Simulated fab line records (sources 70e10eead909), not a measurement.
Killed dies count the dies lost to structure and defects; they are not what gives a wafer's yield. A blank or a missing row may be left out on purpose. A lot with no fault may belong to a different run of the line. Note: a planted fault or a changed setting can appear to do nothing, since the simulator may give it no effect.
fab line records	flow nandHarc
record lots=24	wafers=72	lastDay=25
route steps=1159 shown A_SLIT@792 A_CONTACT@855
lots untouched by any fault: they come from a run of this same line in which no faults occurred
startH: the number of hours between the record's first day and the start of the first shown wafer of the lot	waitH: time in hours since the lot's previous step	" identical to the entry in the row above	L1.1+2: a row that stands for several wafers	- no value present, or no start provided	* or withheld: withheld	< > ~ a bound
route shown NAME@n: names a module that has steps shown in the file, with the first one's number in the route	usual: mean/standard deviation taken from wafers without a fault	same: alike in all rows	chamber/n: place in a boat	sites: readings site by site	_std_site: the values' standard deviation	_edge_site: the outer-site mean with the inner-site mean subtracted	radiusMm: how far each site lies from the wafer's centre	mask NAME#n: copy n	behind: the tool/chamber that last shaped the wafer	hold: why the lot went on hold/how many hours it stayed there/how the hold came to an end	device: transistor that didn't switch, given as n, p or np	end of line: tests of these same wafers at the route's end	for a step that has no rows: nothing shown but its recipe	killed: at the first sort, the dies lost to defects and structure; wafer yield is something else	map: shows each die of a wafer: x if killed, . if not, _ if none is there
set.NAME: the setting that was run; set.NAME@STEP: the one run at that earlier step	model.NAME: the simulator's own value behind a step, which no gauge read
the route's steps for a sample of lots (tables are steps, rows are wafers)
services: from which hour (startH, from the record's first day; less than 0 if before it) a tool's chamber was out of use, for how many hours, and why
## steps
# step NHARC_A_SLIT_INSPECT_11
# usual rawDefectCount=20/8.9
lot.wafer	tool	chamber	startH	waitH	rawDefectCount
L075.2	defectInspect-01	-	312.71	0.0	15
L075.4	"	-	"	"	27
L075.5	"	-	"	"	21
L074.2	defectInspect-02	-	316.84	0.0	23
L074.4	"	-	"	"	11
L074.5	"	-	"	"	18
L077.1	defectInspect-02	-	330.18	0.0	15
L077.4	"	-	"	"	16
L077.6	"	-	"	"	12
L076.1	defectInspect-01	-	330.55	0.0	31
L076.2	"	-	"	"	36
L076.5	"	-	"	"	21
L078.1	defectInspect-01	-	344.52	0.0	10
L078.3	"	-	"	"	14
L078.5	"	-	"	"	9
L080.3	defectInspect-02	-	353.56	0.0	23
L080.4	"	-	"	"	30
L080.5	"	-	"	"	25
L079.4	defectInspect-02	-	355.52	0.0	10
L079.5	"	-	"	"	19
L079.6	"	-	"	"	11
L083.1	defectInspect-02	-	365.81	0.0	24
L083.2	"	-	"	"	16
L083.3	"	-	"	"	26
L082.2	defectInspect-01	-	366.73	0.0	11
L082.3	"	-	"	"	16
L082.5	"	-	"	"	6
L085.1	defectInspect-02	-	375.13	0.0	9
L085.2	"	-	"	"	11
L085.6	"	-	"	"	11
L081.2	defectInspect-02	-	375.74	0.1	8
L081.3	"	-	"	"	8
L081.5	"	-	"	"	19
L084.1	defectInspect-01	-	379.85	0.0	22
L084.2	"	-	"	"	23
L084.3	"	-	"	"	31
L087.3	defectInspect-01	-	394.42	0.0	32
L087.4	"	-	"	"	26
L087.5	"	-	"	"	28
L088.1	defectInspect-01	-	394.60	0.0	7
L088.2	"	-	"	"	11
L088.4	"	-	"	"	17
L086.1	defectInspect-02	-	395.21	0.0	38
L086.3	"	-	"	"	24
L086.6	"	-	"	"	32
L090.2	defectInspect-01	-	406.97	0.0	30
L090.3	"	-	"	"	18
L090.4	"	-	"	"	22
L089.1	defectInspect-01	-	407.28	0.0	33
L089.2	"	-	"	"	33
L089.5	"	-	"	"	36
L092.1	defectInspect-01	-	429.04	0.0	33
L092.3	"	-	"	"	32
L092.5	"	-	"	"	24
L093.3	defectInspect-01	-	429.33	0.0	39
L093.5	"	-	"	"	34
L093.6	"	-	"	"	36
L091.1	defectInspect-01	-	429.48	0.0	18
L091.2	"	-	"	"	10
L091.6	"	-	"	"	20
L094.2	defectInspect-01	-	454.43	0.0	11
L094.3	"	-	"	"	19
L094.4	"	-	"	"	20
L096.1	defectInspect-02	-	454.66	0.0	18
L096.3	"	-	"	"	20
L096.4	"	-	"	"	13
L095.2	defectInspect-02	-	455.08	0.0	16
L095.4	"	-	"	"	13
L095.5	"	-	"	"	24
L097.3	defectInspect-01	-	472.41	0.0	8
L097.4	"	-	"	"	6
L097.6	"	-	"	"	10
# step NHARC_A_CONTACT_OVL_MEAS_43
# usual overlayXNm=0.1/0.7	overlayYNm=0.0/0.78
lot.wafer	tool	chamber	startH	waitH	overlayXNm	overlayYNm
L075.2	overlay-01	-	364.78	-	0.0	-0.1
L075.4	"	-	"	"	0.6	-0.3
L075.5	"	-	"	"	0.1	-0.5
L074.2	overlay-02	-	370.82	-	1.0	0.6
L074.4	"	-	"	"	0.6	0.1
L074.5	"	-	"	"	0.5	0.1
L077.1	overlay-02	-	381.29	-	-1.2	0.2
L077.4	"	-	"	"	-0.9	0.4
L077.6	"	-	"	"	-0.6	0.8
L076.1	overlay-01	-	383.29	-	1.0	1.7
L076.2	"	-	"	"	0.6	1.7
L076.5	"	-	"	"	1.8	1.8
L078.1	overlay-01	-	390.40	-	-0.4	-0.5
L078.3	"	-	"	"	-0.2	-0.7
L078.5	"	-	"	"	-0.1	-0.1
L080.3	overlay-01	-	396.52	-	0.1	-1.7
L080.4	"	-	"	"	0.8	-1.4
L080.5	"	-	"	"	-0.3	-1.5
L079.4	overlay-02	-	396.68	-	0.3	0.4
L079.5	"	-	"	"	0.2	0.5
L079.6	"	-	"	"	0.0	0.3
L083.1	overlay-02	-	407.77	-	-1.0	0.0
L083.2	"	-	"	"	-0.5	-0.2
L083.3	"	-	"	"	-0.6	0.2
L082.2	overlay-02	-	414.25	-	-0.2	-1.5
L082.3	"	-	"	"	0.2	-0.7
L082.5	"	-	"	"	0.0	-0.7
L081.2	overlay-02	-	422.48	-	-0.5	-0.6
L081.3	"	-	"	"	-0.7	-0.4
L081.5	"	-	"	"	-1.0	-0.5
L085.1	overlay-02	-	424.47	-	-0.1	0.0
L085.2	"	-	"	"	0.3	-0.4
L085.6	"	-	"	"	0.4	-0.2
L084.1	overlay-01	-	426.94	-	0.5	0.0
L084.2	"	-	"	"	0.6	-0.1
L084.3	"	-	"	"	0.7	-0.6
L088.1	overlay-01	-	436.68	-	0.5	1.2
L088.2	"	-	"	"	0.6	0.6
L088.4	"	-	"	"	1.1	1.0
L087.3	overlay-02	-	436.83	-	0.4	-0.7
L087.4	"	-	"	"	0.3	-0.6
L087.5	"	-	"	"	0.8	-0.3
L086.1	overlay-02	-	448.07	-	-0.2	-0.4
L086.3	"	-	"	"	0.1	-0.9
L086.6	"	-	"	"	0.5	0.2
L090.2	overlay-01	-	448.84	-	-0.6	0.3
L090.3	"	-	"	"	-1.1	0.7
L090.4	"	-	"	"	-0.9	0.2
L089.1	overlay-02	-	457.96	-	-0.6	-0.5
L089.2	"	-	"	"	-0.4	-0.4
L089.5	"	-	"	"	-0.4	-1.3
L091.1	overlay-02	-	470.60	-	-0.2	1.0
L091.2	"	-	"	"	0.5	0.8
L091.6	"	-	"	"	0.8	0.6
L092.1	overlay-02	-	474.55	-	0.5	1.0
L092.3	"	-	"	"	0.7	0.4
L092.5	"	-	"	"	0.9	0.4
L093.3	overlay-01	-	476.51	-	-0.1	0.5
L093.5	"	-	"	"	-0.8	0.9
L093.6	"	-	"	"	-0.8	0.4
L094.2	overlay-01	-	499.35	-	-0.1	0.3
L094.3	"	-	"	"	-0.9	-0.2
L094.4	"	-	"	"	-0.1	0.0
L096.1	overlay-02	-	499.63	-	0.5	-1.2
L096.3	"	-	"	"	0.4	-1.8
L096.4	"	-	"	"	0.6	-1.9
L095.2	overlay-02	-	503.77	-	-0.8	0.8
L095.4	"	-	"	"	-1.4	0.5
L095.5	"	-	"	"	-0.9	0.7
L097.3	overlay-01	-	514.01	-	1.1	-0.1
L097.4	"	-	"	"	1.0	-0.6
L097.6	"	-	"	"	0.6	0.1
# step NHARC_A_CONTACT_ETCH_90
# recipe targetDepthA=400	overEtchFrac=0.5	timeS=85.7	ionEnergyEv=120	ch3fFlowSccm=50	o2FlowSccm=30	arFlowSccm=200	rfW=500	biasW=100	chemistry=CH3F/O2
# usual drypumpMotorCurrentA=5.58/0.28	oesProductAu=0.96/0.038	rfVppV=244.2/1.7	showerheadPlenumPTorr=2.45/0.099	throttleValvePct=20.663/0.0088
lot.wafer	tool	chamber	startH	waitH	drypumpMotorCurrentA	oesProductAu	rfHoursCounterH	rfVppV	showerheadPlenumPTorr	throttleValvePct
L075.4	rieDiel-13	0	367.93	0.4	5.24	0.95	31	247.3	2.65	20.650
L075.2	"	3	"	"	4.96	0.94	30	240.7	2.31	20.660
L075.5	"	1	"	"	5.56	0.92	-	243.2	2.38	20.640
L074.4	rieDiel-12	1	374.60	0.5	5.48	0.90	31	241.9	2.34	20.667
L074.2	"	0	"	"	5.31	0.91	31	246.5	2.54	20.670
L074.5	"	1	"	"	5.46	0.89	-	242.6	2.34	20.655
L077.4	rieDiel-13	1	384.59	0.4	5.57	0.99	41	243.5	2.38	20.653
L077.1	"	3	"	"	4.95	1.02	37	243.4	2.31	20.653
L077.6	"	2	"	"	5.43	0.99	-	244.7	2.56	20.662
L076.2	rieDiel-13	2	386.48	0.6	5.42	0.91	40	245.8	2.56	20.652
L076.1	"	0	"	"	5.21	0.94	38	245.7	2.65	20.664
L076.5	"	2	"	"	5.43	0.92	-	245.6	2.56	20.654
L078.1	rieDiel-12	1	394.18	0.6	5.46	0.98	1	242.4	2.33	20.670
L078.3	"	2	"	"	5.75	1.02	1	244.4	2.39	20.665
L078.5	"	2	"	"	5.74	1.01	-	242.4	2.39	20.662
L080.3	rieDiel-12	3	399.80	0.4	5.96	0.98	2	243.7	2.50	20.673
L080.4	"	0	"	"	5.34	1.00	3	245.2	2.53	20.659
L080.5	"	2	"	"	5.74	1.01	-	243.4	2.39	20.664
L079.4	rieDiel-13	2	400.47	0.4	5.42	0.92	47	244.8	2.55	20.656
L079.5	"	1	"	"	5.57	0.92	-	244.4	2.38	20.655
L079.6	"	2	"	"	5.42	0.92	-	245.5	2.55	20.674
L083.1	rieDiel-12	1	410.92	0.5	5.51	0.93	4	242.9	2.33	20.649
L083.3	"	3	"	"	5.97	0.92	4	244.1	2.50	20.669
L083.2	"	0	"	"	5.34	0.93	4	246.1	2.53	20.666
L082.2	rieDiel-12	0	417.41	0.5	5.32	0.97	6	244.3	2.53	20.667
L082.3	"	3	"	"	5.96	0.94	6	245.6	2.50	20.652
L082.5	"	1	"	"	5.48	0.97	-	243.0	2.33	20.668
L081.2	rieDiel-12	3	425.65	0.6	5.95	0.98	8	246.6	2.50	20.635
L081.3	"	1	"	"	5.47	0.99	7	242.9	2.33	20.664
L081.5	"	3	"	"	5.95	0.98	-	246.2	2.50	20.653
L085.2	rieDiel-12	1	427.64	0.6	5.45	0.93	7	242.2	2.33	20.651
L085.1	"	2	"	"	5.73	0.94	7	243.1	2.39	20.661
L085.6	"	1	"	"	5.44	0.92	-	243.6	2.33	20.664
L084.1	rieDiel-13	0	430.10	0.5	5.25	0.94	53	247.0	2.64	20.663
L084.3	"	1	"	"	5.57	0.92	59	242.4	2.37	20.649
L084.2	"	2	"	"	5.45	0.92	53	245.6	2.55	20.667
L088.2	rieDiel-12	1	441.41	0.6	5.49	0.98	10	240.8	2.33	20.649
L088.1	"	2	"	"	5.75	1.02	9	242.9	2.39	20.677
L088.4	"	3	"	"	5.97	0.99	10	245.2	2.50	20.665
L087.4	rieDiel-10	0	441.97	0.4	6.30	1.00	32	245.9	2.58	20.666
L087.3	"	1	"	"	6.29	1.01	32	247.5	2.65	20.661
L087.5	"	3	"	"	6.00	1.01	-	245.2	2.50	20.662
L090.4	rieDiel-12	3	452.05	0.4	5.98	0.98	11	244.1	2.50	20.660
L090.2	"	1	"	"	5.48	0.97	11	243.1	2.33	20.673
L090.3	"	2	"	"	5.75	1.01	10	242.5	2.39	20.673
L086.3	rieDiel-12	3	452.25	0.6	6.02	0.98	12	243.8	2.50	20.668
L086.1	"	2	"	"	5.74	1.03	10	244.1	2.39	20.651
L086.6	"	0	"	"	5.34	1.00	-	246.8	2.53	20.660
L089.2	rieDiel-12	1	461.18	0.5	5.50	0.91	13	243.0	2.33	20.656
L089.1	"	3	"	"	5.98	0.90	14	246.0	2.50	20.654
L089.5	"	1	"	"	5.51	0.90	-	241.9	2.33	20.670
L091.2	rieDiel-12	2	473.74	0.5	5.73	0.93	15	243.1	2.39	20.676
L091.1	"	1	"	"	5.48	0.91	16	242.0	2.33	20.658
L091.6	"	2	"	"	5.74	0.94	-	244.7	2.39	20.673
L092.1	rieDiel-12	1	477.71	0.5	5.48	0.96	17	241.0	2.33	20.661
L092.3	"	0	"	"	5.34	1.00	17	246.2	2.53	20.660
L092.5	"	1	"	"	5.46	0.97	-	242.0	2.33	20.652
L093.3	rieDiel-12	2	479.71	0.5	5.74	0.94	16	243.0	2.38	20.663
L093.6	"	3	"	"	5.95	0.91	-	245.2	2.50	20.668
L093.5	"	0	"	"	5.33	0.93	-	244.3	2.53	20.657
L094.4	rieDiel-12	1	502.50	0.4	5.47	0.92	21	243.3	2.33	20.662
L094.2	"	2	"	"	5.75	0.93	21	242.5	2.38	20.636
L094.3	"	3	"	"	6.02	0.90	21	245.0	2.50	20.674
L096.4	rieDiel-12	2	503.49	0.5	5.75	1.00	21	243.2	2.38	20.665
L096.3	"	3	"	"	6.00	0.98	21	243.7	2.50	20.665
L096.1	"	0	"	"	5.29	1.00	21	246.2	2.53	20.657
L095.4	rieDiel-13	0	506.93	0.4	5.23	1.00	16	245.6	2.63	20.672
L095.2	"	2	"	"	5.43	1.00	16	245.0	2.54	20.671
L095.5	"	1	"	"	5.58	1.00	-	242.8	2.36	20.656
L097.4	rieDiel-12	3	517.41	0.4	5.99	0.90	24	245.2	2.49	20.668
L097.3	"	0	"	"	5.32	0.93	24	245.7	2.52	20.678
L097.6	"	3	"	"	5.98	0.91	-	244.4	2.49	20.655
# step NHARC_A_CONTACT_CD_MEAS_53
# usual cdNm=189.4/0.88
lot.wafer	tool	chamber	startH	waitH	cdNm
L075.2	cdSem-01	-	368.22	-	188.3
L075.4	"	-	"	"	188.2
L075.5	"	-	"	"	189.1
L074.2	cdSem-01	-	374.88	-	190.4
L074.4	"	-	"	"	190.5
L074.5	"	-	"	"	190.5
L077.1	cdSem-01	-	384.84	-	191.0
L077.4	"	-	"	"	191.4
L077.6	"	-	"	"	190.1
L076.1	cdSem-02	-	386.68	-	189.9
L076.2	"	-	"	"	188.9
L076.5	"	-	"	"	189.0
L078.1	cdSem-01	-	394.39	-	190.6
L078.3	"	-	"	"	188.9
L078.5	"	-	"	"	190.3
L080.3	cdSem-03	-	400.00	-	189.0
L080.4	"	-	"	"	189.4
L080.5	"	-	"	"	189.8
L079.4	cdSem-02	-	400.79	-	189.2
L079.5	"	-	"	"	190.1
L079.6	"	-	"	"	189.2
L083.1	cdSem-03	-	411.14	-	189.6
L083.2	"	-	"	"	189.4
L083.3	"	-	"	"	189.3
L082.2	cdSem-03	-	417.63	-	188.2
L082.3	"	-	"	"	187.8
L082.5	"	-	"	"	188.3
L081.2	cdSem-03	-	425.86	-	187.8
L081.3	"	-	"	"	189.3
L081.5	"	-	"	"	188.1
L085.1	cdSem-03	-	427.84	-	188.2
L085.2	"	-	"	"	188.8
L085.6	"	-	"	"	188.7
L084.1	cdSem-02	-	430.35	-	190.5
L084.2	"	-	"	"	189.7
L084.3	"	-	"	"	190.5
L088.1	cdSem-01	-	441.63	-	189.5
L088.2	"	-	"	"	189.6
L088.4	"	-	"	"	187.9
L087.3	cdSem-02	-	442.20	-	188.3
L087.4	"	-	"	"	188.5
L087.5	"	-	"	"	189.3
L090.2	cdSem-03	-	452.28	-	190.9
L090.3	"	-	"	"	190.5
L090.4	"	-	"	"	189.6
L086.1	cdSem-02	-	452.49	-	190.5
L086.3	"	-	"	"	189.1
L086.6	"	-	"	"	189.5
L089.1	cdSem-01	-	461.39	-	188.7
L089.2	"	-	"	"	190.7
L089.5	"	-	"	"	190.3
L091.1	cdSem-01	-	473.96	-	189.6
L091.2	"	-	"	"	189.8
L091.6	"	-	"	"	189.9
L092.1	cdSem-03	-	477.93	-	190.3
L092.3	"	-	"	"	189.6
L092.5	"	-	"	"	189.8
L093.3	cdSem-02	-	479.89	-	190.6
L093.5	"	-	"	"	190.3
L093.6	"	-	"	"	189.5
L094.2	cdSem-01	-	502.71	-	188.5
L094.3	"	-	"	"	188.2
L094.4	"	-	"	"	188.9
L096.1	cdSem-01	-	503.69	-	189.1
L096.3	"	-	"	"	188.8
L096.4	"	-	"	"	188.5
L095.2	cdSem-03	-	507.15	-	189.3
L095.4	"	-	"	"	189.1
L095.5	"	-	"	"	189.7
L097.3	cdSem-01	-	517.67	-	188.0
L097.4	"	-	"	"	188.4
L097.6	"	-	"	"	188.3
# step NHARC_A_CONTACT_STRIP_55
# recipe o2FlowSccm=500	arFlowSccm=0	biasW=0	chemistry=O2
# usual drypumpMotorCurrentA=5.7/0.36	oesProductAu=1.002/0.015	rfVppV=57.8/0.88	showerheadPlenumPTorr=3.55/0.15	throttleValvePct=17.036/0.01
lot.wafer	tool	chamber	startH	waitH	drypumpMotorCurrentA	oesProductAu	rfHoursCounterH	rfVppV	showerheadPlenumPTorr	throttleValvePct
L075.4	rieDiel-12	2	-	-	5.7	1.020	28	58.1	3.44	17.047
L075.2	"	0	"	"	5.3	0.989	29	55.7	3.64	17.047
L075.5	"	1	"	"	5.5	0.969	-	57.6	3.36	17.049
L074.2	rieDiel-12	0	-	-	5.3	0.985	31	58.4	3.63	17.030
L074.4	"	1	"	"	5.5	0.960	32	57.4	3.36	17.043
L074.5	"	0	"	"	5.3	0.996	-	58.0	3.63	17.026
L077.4	rieDiel-10	3	-	-	6.0	1.018	5	58.7	3.60	17.017
L077.1	"	1	"	"	6.3	0.984	9	57.1	3.80	17.006
L077.6	"	3	"	"	6.0	1.017	-	58.3	3.60	17.028
L076.1	rieDiel-10	3	-	-	6.0	1.024	5	59.7	3.60	17.021
L076.2	"	0	"	"	6.3	1.011	10	59.8	3.71	17.026
L076.5	"	0	"	"	6.3	1.005	-	58.1	3.71	17.026
L078.1	rieDiel-10	1	-	-	6.3	0.986	12	60.0	3.80	17.033
L078.3	"	3	"	"	6.0	1.011	8	57.6	3.60	17.022
L078.5	"	1	"	"	6.3	0.991	-	58.9	3.80	17.041
L080.4	rieDiel-12	3	-	-	5.9	0.981	3	57.1	3.59	17.047
L080.3	"	0	"	"	5.3	1.005	3	57.1	3.63	17.034
L080.5	"	1	"	"	5.5	1.000	-	59.4	3.36	17.042
L079.4	rieDiel-12	0	-	-	5.3	0.992	3	57.9	3.63	17.038
L079.5	"	3	"	"	6.0	0.980	-	57.2	3.59	17.028
L079.6	"	0	"	"	5.3	0.997	-	57.5	3.63	17.049
L083.3	rieDiel-12	3	-	-	6.0	0.979	5	58.3	3.59	17.038
L083.2	"	1	"	"	5.5	0.994	4	58.1	3.35	17.031
L083.1	"	2	"	"	5.8	1.016	4	58.4	3.43	17.033
L082.3	rieDiel-10	3	-	-	6.0	1.020	18	57.2	3.59	17.041
L082.2	"	0	"	"	6.3	1.003	23	58.5	3.70	17.030
L082.5	"	0	"	"	6.3	1.012	-	57.8	3.70	17.023
L081.3	rieDiel-12	1	-	-	5.5	0.996	7	57.8	3.35	17.044
L081.2	"	3	"	"	6.0	0.988	8	56.9	3.59	17.052
L081.5	"	1	"	"	5.5	0.995	-	57.8	3.35	17.038
L085.2	rieDiel-12	1	-	-	5.5	0.984	7	57.9	3.35	17.024
L085.1	"	2	"	"	5.7	1.021	7	58.1	3.43	17.030
L085.6	"	0	"	"	5.3	0.998	-	58.2	3.63	17.038
L084.3	rieDiel-13	2	-	-	5.4	1.000	53	58.7	3.65	17.035
L084.2	"	0	"	"	5.2	1.037	53	58.3	3.78	17.042
L084.1	"	1	"	"	5.6	0.996	59	57.6	3.41	17.043
L088.4	rieDiel-13	0	-	-	5.3	1.024	58	57.7	3.77	17.038
L088.1	"	1	"	"	5.6	1.000	63	56.5	3.40	17.029
L088.2	"	3	"	"	4.9	1.014	56	57.1	3.31	17.028
L087.4	rieDiel-12	2	-	-	5.7	1.023	10	56.7	3.43	17.045
L087.3	"	3	"	"	6.0	0.979	10	57.3	3.59	17.048
L087.5	"	0	"	"	5.4	0.998	-	58.4	3.63	17.041
L090.2	rieDiel-12	1	-	-	5.4	0.980	11	57.7	3.35	17.039
L090.3	"	3	"	"	6.0	0.974	12	57.8	3.58	17.037
L090.4	"	0	"	"	5.3	0.995	12	58.9	3.63	17.035
L086.1	rieDiel-10	3	-	-	6.0	1.024	31	57.4	3.58	17.039
L086.3	"	0	"	"	6.3	0.997	37	57.2	3.69	17.048
L086.6	"	1	"	"	6.3	0.989	-	59.4	3.78	17.031
L089.1	rieDiel-10	3	-	-	6.0	1.013	37	57.1	3.58	17.026
L089.2	"	0	"	"	6.3	1.009	41	57.0	3.69	17.057
L089.5	"	0	"	"	6.3	1.001	-	57.6	3.69	17.029
L091.2	rieDiel-12	2	-	-	5.7	1.014	15	58.2	3.43	17.027
L091.1	"	0	"	"	5.3	1.005	17	57.3	3.62	17.037
L091.6	"	3	"	"	6.0	0.979	-	58.2	3.58	17.028
L092.3	rieDiel-13	1	-	-	5.6	0.998	6	57.2	3.40	17.024
L092.1	"	0	"	"	5.2	1.017	6	58.4	3.77	17.046
L092.5	"	2	"	"	5.4	0.996	-	56.5	3.65	17.039
L093.3	rieDiel-12	2	-	-	5.7	1.014	17	56.5	3.43	17.032
L093.5	"	2	"	"	5.7	1.007	-	57.9	3.43	17.038
L093.6	"	3	"	"	6.0	0.989	-	58.0	3.58	17.029
L094.3	rieDiel-10	0	-	-	6.3	1.003	55	59.2	3.68	17.030
L094.4	"	1	"	"	6.3	0.997	56	58.6	3.77	17.042
L094.2	"	3	"	"	6.0	1.011	49	58.7	3.57	17.030
L096.3	rieDiel-13	2	-	-	5.4	1.005	15	57.0	3.64	17.052
L096.1	"	0	"	"	5.3	1.021	15	56.9	3.76	17.047
L096.4	"	0	"	"	5.3	1.012	-	58.8	3.76	17.041
L095.2	rieDiel-12	0	-	-	5.3	1.011	22	58.2	3.62	17.044
L095.4	"	1	"	"	5.5	0.997	22	56.0	3.35	17.053
L095.5	"	1	"	"	5.5	0.988	-	56.9	3.35	17.038
L097.4	rieDiel-10	3	-	-	6.0	1.011	54	59.0	3.57	17.038
L097.3	"	2	"	"	5.6	1.008	61	57.8	3.38	17.040
L097.6	"	0	"	"	6.3	1.000	-	58.7	3.68	17.017
# step NHARC_A_CONTACT_DEP_57
# recipe targetThkA=28000	tempC=400	material=aC
# usual throttleValvePct=35.000/0.0088
lot.wafer	tool	chamber	startH	waitH	throttleValvePct
L075.2	aclDep-02	0	370.88	-	35.000
L075.4	"	0	"	"	34.997
L075.5	"	0	"	"	35.000
L074.2	aclDep-02	0	376.12	-	34.995
L074.4	"	0	"	"	35.003
L074.5	"	0	"	"	35.000
L077.1	aclDep-02	0	386.00	-	34.986
L077.4	"	0	"	"	34.998
L077.6	"	0	"	"	35.005
L076.1	aclDep-01	0	388.14	-	35.006
L076.2	"	0	"	"	35.009
L076.5	"	0	"	"	34.996
L078.1	aclDep-03	0	396.44	-	34.988
L078.3	"	0	"	"	34.989
L078.5	"	0	"	"	35.000
L080.3	aclDep-03	0	401.53	-	35.005
L080.4	"	0	"	"	34.982
L080.5	"	0	"	"	35.006
L079.4	aclDep-01	0	403.21	-	34.999
L079.5	"	0	"	"	34.997
L079.6	"	0	"	"	34.992
L083.1	aclDep-02	0	415.36	-	34.998
L083.2	"	0	"	"	34.992
L083.3	"	0	"	"	34.983
L082.2	aclDep-01	0	420.00	-	34.999
L082.3	"	0	"	"	34.987
L082.5	"	0	"	"	35.004
L081.2	aclDep-01	0	428.78	-	34.996
L081.3	"	0	"	"	35.008
L081.5	"	0	"	"	35.003
L085.1	aclDep-02	0	430.46	-	35.016
L085.2	"	0	"	"	35.006
L085.6	"	0	431.90	-	34.999
L084.1	aclDep-02	0	432.18	-	35.007
L084.2	"	0	"	"	34.999
L084.3	"	0	"	"	34.988
L088.1	aclDep-02	0	443.34	-	35.010
L088.2	"	0	"	"	34.999
L088.4	"	0	"	"	35.008
L087.3	aclDep-02	0	445.62	-	35.002
L087.4	"	0	"	"	35.011
L087.5	"	0	"	"	34.991
L090.2	aclDep-02	0	454.44	-	35.000
L090.3	"	0	"	"	35.002
L090.4	"	0	"	"	34.995
L086.1	aclDep-03	0	454.47	-	35.006
L086.3	"	0	"	"	34.993
L086.6	"	0	"	"	35.010
L089.1	aclDep-01	0	462.93	-	35.004
L089.2	"	0	"	"	34.994
L089.5	"	0	"	"	35.001
L091.1	aclDep-03	0	474.98	-	35.008
L091.2	"	0	"	"	34.996
L091.6	"	0	476.41	-	34.994
L092.1	aclDep-03	0	479.26	-	35.006
L092.3	"	0	"	"	35.010
L092.5	"	0	"	"	34.999
L093.3	aclDep-03	0	481.55	-	35.004
L093.5	"	0	"	"	35.004
L093.6	"	0	"	"	34.998
L096.1	aclDep-01	0	505.27	-	34.994
L096.3	"	0	"	"	34.982
L096.4	"	0	"	"	35.006
L094.2	aclDep-02	0	505.27	-	35.003
L094.3	"	0	"	"	34.991
L094.4	"	0	"	"	35.006
L095.2	aclDep-01	0	508.43	-	35.011
L095.4	"	0	"	"	34.995
L095.5	"	0	"	"	34.998
L097.3	aclDep-03	0	519.27	-	35.015
L097.4	"	0	"	"	35.007
L097.6	"	0	"	"	34.995
## services
tool	chamber	startH	hours	kind
rieDiel-10	2	344.04	9.2	repair
aclDep-02	-	350.13	13.0	pm
rieDiel-10	-	353.50	9.0	pm
rieDiel-12	0	358.66	-	clean
rieDiel-12	1	358.66	-	clean
rieDiel-12	2	358.66	-	clean
rieDiel-12	3	358.66	-	clean
rieDiel-10	3	373.61	6.9	repair
rieDiel-12	-	379.40	9.0	pm
rieDiel-12	0	379.40	9.0	ventCycle
rieDiel-12	1	379.40	9.0	ventCycle
rieDiel-12	2	379.40	9.0	ventCycle
rieDiel-12	3	379.40	9.0	ventCycle
aclDep-03	-	406.43	13.0	pm
rieDiel-13	2	413.52	13.1	repair
rieDiel-13	3	421.53	9.9	repair
rieDiel-13	-	453.15	9.0	pm
aclDep-02	-	470.06	3.4	repair
aclDep-01	-	474.92	13.0	pm
rieDiel-10	-	483.08	4.7	repair
rieDiel-13	2	494.71	3.3	repair
rieDiel-13	1	499.40	5.5	repair
rieDiel-12	2	512.50	2.9	repair
rieDiel-13	-	519.22	0.5	repair
## key
fault none
